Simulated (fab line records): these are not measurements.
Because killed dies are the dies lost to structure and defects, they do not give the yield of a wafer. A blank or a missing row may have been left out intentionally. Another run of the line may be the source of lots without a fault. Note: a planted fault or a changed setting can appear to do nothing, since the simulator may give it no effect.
Check for tools in common    flow nand-harc    Lots sampled 15, wafers sampled 42

== THE REASON FOR OPENING IT ==
Flagged at NHARC_A_ONON_D1_THK_MEAS_30: reading thk-nm, on 3 of 15 lots. Wafers without a fault read 999 nm, standard deviation 8.7.
Rule: a lot is flagged in two cases, either no wafer of it has a number, or all its wafers with numbers fall more than 4 standard deviations from that mean. All remaining lots are regarded as sound.

lot   measured      on             thk-nm (nm), wafer by wafer  flag
L462  day 8 11:55   film-metro-02  1000 998 1000                
L463  day 8 19:23   film-metro-02  1007 1006 1008               
L464  day 8 19:25   film-metro-01  996 995 994                  
L467  day 10 08:27  film-metro-02  1008 1009 1008               
L466  day 10 08:39  film-metro-02  1006 1005 1007               
L468  day 10 19:26  film-metro-02  994 994 993                  
L470  day 11 19:10  film-metro-01  1616 1613                    FLAGGED
L471  day 12 04:25  film-metro-01  1629 1630                    FLAGGED
L472  day 12 08:59  film-metro-02  1619 1620                    FLAGGED
L479  day 15 13:05  film-metro-02  992 993 993                  
L481  day 16 04:46  film-metro-02  1002 1002 1002               
L480  day 16 04:47  film-metro-01  1003 1003 1002               
L482  day 16 13:05  film-metro-01  980 980 980                  
L483  day 17 06:08  film-metro-02  992 991 992                  
L485  day 17 23:10  film-metro-02  982 982 981                  
The mean of the flagged lots' numbers is 1621 nm, +622 nm from the usual (+72 standard deviations).

== EACH LOT AND THE TOOL IT RAN ON ==
The record holds 1 process step before the reading, out of a route of 1302 steps. Read each cell as the tool, then ch plus the chambers that the sampled wafers visited, then the start.
lot   flag     NHARC_A_ONON_D1_DEP_28
L462           pecvd-onon-01 ch 0, day 8 11:28
L463           pecvd-onon-01 ch 0, day 8 18:56
L464           pecvd-onon-03 ch 0, day 8 18:58
L467           pecvd-onon-02 ch 0, day 10 08:03
L466           pecvd-onon-03 ch 0, day 10 08:12
L468           pecvd-onon-02 ch 0, day 10 18:55
L470  FLAGGED  pecvd-onon-02 ch 0, day 11 18:50
L471  FLAGGED  pecvd-onon-02 ch 0, day 12 04:05
L472  FLAGGED  pecvd-onon-02 ch 0, day 12 08:39
L479           pecvd-onon-02 ch 0, day 15 12:35
L481           pecvd-onon-02 ch 0, day 16 04:15
L480           pecvd-onon-03 ch 0, day 16 04:17
L482           pecvd-onon-01 ch 0, day 16 12:34
L483           pecvd-onon-01 ch 0, day 17 05:40
L485           pecvd-onon-01 ch 0, day 17 22:39
What these steps do:
- NHARC_A_ONON_D1_DEP_28: target thk 1000 nm.
- NHARC_A_ONON_D1_THK_MEAS_30: measures by ellipsometry.

== FLAGGED OVER TOTAL, TOOL BY TOOL (the gauges that took the reading come last) ==
step                         tool           lots run  flagged  share of the flagged lots  sound lots run after its first flagged lot
NHARC_A_ONON_D1_DEP_28       pecvd-onon-01  5         0        none                       -
NHARC_A_ONON_D1_DEP_28       pecvd-onon-02  7         3        all                        2 (L479,L481)
NHARC_A_ONON_D1_DEP_28       pecvd-onon-03  3         0        none                       -
NHARC_A_ONON_D1_THK_MEAS_30  film-metro-01  5         2        some                       2 (L480,L482)
NHARC_A_ONON_D1_THK_MEAS_30  film-metro-02  10        1        some                       4 (L479,L481,L483,L485)

== WHAT THE TABLE PERMITS ==
In the table, 1 row covers all flagged lots: pecvd-onon-02 at NHARC_A_ONON_D1_DEP_28.
- pecvd-onon-02 at NHARC_A_ONON_D1_DEP_28: 3 of its 7 lots flagged. Sound lots followed the first flagged one (L479, L481) on it, something a lasting fault affecting the whole tool could not allow.
Every row of the table either missed a flagged lot or ran a sound lot after the first.

== WHAT THE SIMULATOR HAD PUT IN ==
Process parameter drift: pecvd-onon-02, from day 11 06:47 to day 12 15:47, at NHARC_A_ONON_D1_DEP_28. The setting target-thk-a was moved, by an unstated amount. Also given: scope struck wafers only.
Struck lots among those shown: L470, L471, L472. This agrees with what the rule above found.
